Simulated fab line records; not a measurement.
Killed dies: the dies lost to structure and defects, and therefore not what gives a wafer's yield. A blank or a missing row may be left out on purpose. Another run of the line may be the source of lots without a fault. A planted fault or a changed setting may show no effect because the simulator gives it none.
Matching of chambers / flow n5-finfet / N5_BEOL_M0_SAQP_ILD_DEP_01 on pecvd-02 has 3 sister chambers
The step deposits SiOC from DEMS/O2, target thk 45.419 nm, time 8.7 s. 6 wafers are shown with their chamber, then 8 later ones without.

WAFERS PAIRED WITH THEIR CHAMBERS
wafer=L078.2; chamber=2; throttle-valve-pct (%)=11.0; susceptor-temp-C (C)=350.14
wafer=L079.2; chamber=1; throttle-valve-pct (%)=11.2; susceptor-temp-C (C)=349.91
wafer=L081.1; chamber=2; throttle-valve-pct (%)=10.9; susceptor-temp-C (C)=350.46
wafer=L081.2; chamber=1; throttle-valve-pct (%)=11.4; susceptor-temp-C (C)=349.86
wafer=L081.6; chamber=0; throttle-valve-pct (%)=11.5; susceptor-temp-C (C)=350.13
wafer=L083.2; chamber=0; throttle-valve-pct (%)=11.9; susceptor-temp-C (C)=350.01

WAFERS WITHOUT THEIR CHAMBER
wafer=L083.4; throttle-valve-pct (%)=11.5; susceptor-temp-C (C)=349.90
wafer=L083.6; throttle-valve-pct (%)=11.3; susceptor-temp-C (C)=349.92
wafer=L088.2; throttle-valve-pct (%)=11.6; susceptor-temp-C (C)=350.17
wafer=L088.3; throttle-valve-pct (%)=11.4; susceptor-temp-C (C)=349.90
wafer=L088.4; throttle-valve-pct (%)=10.9; susceptor-temp-C (C)=350.21
wafer=L092.3; throttle-valve-pct (%)=11.2; susceptor-temp-C (C)=350.15
wafer=L092.5; throttle-valve-pct (%)=11.7; susceptor-temp-C (C)=350.17
wafer=L092.6; throttle-valve-pct (%)=11.0; susceptor-temp-C (C)=350.21

CHAMBER TAKEN BY EACH
wafer=L083.4; from the rows above=can't be placed: 1 or 0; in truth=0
wafer=L083.6; from the rows above=1; in truth=1
wafer=L088.2; from the rows above=can't be placed: 0 or 1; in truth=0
wafer=L088.3; from the rows above=can't be placed: 1 or 0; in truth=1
wafer=L088.4; from the rows above=2; in truth=2
wafer=L092.3; from the rows above=can't be placed: 2 or 1 or 0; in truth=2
wafer=L092.5; from the rows above=0; in truth=0
wafer=L092.6; from the rows above=2; in truth=2
Correctly placed: 4 of 8. Can't be placed from these rows: 4 (the true chamber is among the candidates in 4). Number placed wrongly: 0.
How it was worked out, from the rows above alone: a wafer's distance from a chamber is the root of the sum, over the readings, of the square of ((its reading less the chamber's mean) divided by the reading's scatter). If the next closest chamber is less than 2 further off than the closest, the wafer can't be placed; otherwise it belongs to the closest. The mean given for a chamber averages the wafers shown for that chamber. How the scatter is found: for the shown wafers, subtract from each reading the mean of its chamber, square and add these, divide the total by (wafers less chambers), then take the root.
